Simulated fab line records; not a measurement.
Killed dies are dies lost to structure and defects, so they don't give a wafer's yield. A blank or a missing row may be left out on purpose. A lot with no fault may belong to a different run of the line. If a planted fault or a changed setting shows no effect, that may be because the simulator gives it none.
Matching of chambers    flow n5 finfet    N5_DUMMY_GATE_ALD_02 on ald sin-03: 4 sister chambers
The step deposits SiO2, target thk 2 nm, pulse time 1 s. 8 wafers are shown with their chamber, then 8 later ones without.

WAFERS WITH THEIR CHAMBER
wafer   chamber  heater power w (W)  precursor pulse height rel
L076.3  2        488                 0.979
L085.2  3        551                 0.977
L085.3  1        488                 1.020
L085.4  0        458                 0.995
L086.2  0        447                 1.003
L086.3  3        578                 0.991
L086.5  1        488                 0.985
L088.1  2        479                 0.989

WAFERS WITHOUT THEIR CHAMBER
wafer   heater power w (W)  precursor pulse height rel
L088.3  487                 0.997
L088.4  567                 1.001
L096.2  482                 1.024
L096.4  580                 1.012
L096.5  461                 0.997
L097.1  467                 0.989
L097.2  487                 0.999
L097.5  486                 0.993

THE CHAMBER EACH PASSED THROUGH
wafer   from the rows above           in truth
L088.3  can't be placed: 1 or 2       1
L088.4  3                             3
L096.2  can't be placed: 1 or 2 or 0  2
L096.4  3                             3
L096.5  can't be placed: 0 or 2 or 1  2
L097.1  can't be placed: 0 or 2 or 1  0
L097.2  can't be placed: 1 or 2       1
L097.5  can't be placed: 2 or 1       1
Correct placement for 2 of the 8. These rows do not allow placing 6 (true chamber among the candidates in 6). Placed wrongly: 0.
How it was worked out, from the rows above alone: a wafer's distance from a chamber is the root of the sum, over the readings, of the square of ((its reading less the chamber's mean) divided by the reading's scatter). If the next closest chamber is less than 2 further off than the closest, the wafer can't be placed; otherwise it belongs to the closest. The mean given for a chamber averages the wafers shown for that chamber. The scatter: take each reading less its chamber's mean, square it, sum over the shown wafers, divide by the number of wafers less the number of chambers, and take the root.
